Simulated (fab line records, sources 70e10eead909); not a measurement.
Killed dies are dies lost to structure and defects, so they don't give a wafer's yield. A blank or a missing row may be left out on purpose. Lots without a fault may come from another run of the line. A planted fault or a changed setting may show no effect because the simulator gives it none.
One fault seen from 2 desks | flow nand_harc | each desk has only its own numbers; what lay behind them comes last

THE METROLOGY DESK
What the gauges read, lot by lot, whatever tool the lot ran on: means of the sampled wafers that have a number. A lot is out of limits, marked OUT, if its mean lies more than 4 standard deviations from the usual mean; the brackets give that distance.
Columns: A = cd_nm at NHARC_P_M0_CD_MEAS_16, usual 89.9 nm
lot  | first seen here | A
L254 | day 5 15:10     | 89.9
L256 | day 6 09:45     | 89.1
L257 | day 6 15:26     | 89.9
L259 | day 6 18:15     | 90.2
L258 | day 6 22:17     | 90.0
L261 | day 7 17:09     | 90.3
L262 | day 8 04:12     | 90.4
L263 | day 8 05:41     | 90.0
L272 | day 10 09:10    | 89.2
L271 | day 10 09:43    | 90.4
L273 | day 11 05:31    | 90.4
L276 | day 11 06:06    | 89.6
L277 | day 11 15:32    | 89.9
This desk's finding: nothing out of limits on any of the 13 lots.

THE TOOL OWNER'S DESK: pvd_sputter-03
The tool's own readings at NHARC_P_M0_PRE_CLEAN_29 (time 30 s): means of the sampled wafers that have a number, for each lot that ran on this tool. A lot is out of limits, marked OUT, if its mean lies more than 4 standard deviations from the usual mean; the brackets give that distance.
Columns: A = heater_power_w at NHARC_P_M0_PRE_CLEAN_29, usual 414 W
lot  | first seen here | A
L257 | day 6 16:07     | 383
L259 | day 6 18:56     | 416
L262 | day 8 04:53     | 451
L263 | day 8 06:23     | 491
L276 | day 11 06:47    | 422
This desk's finding: nothing out of limits on any of the 5 lots.

PUT TOGETHER
The metrology desk saw nothing out of limits.
The tool owner's desk saw nothing out of limits.

WHAT THE SIMULATOR HAD PUT IN
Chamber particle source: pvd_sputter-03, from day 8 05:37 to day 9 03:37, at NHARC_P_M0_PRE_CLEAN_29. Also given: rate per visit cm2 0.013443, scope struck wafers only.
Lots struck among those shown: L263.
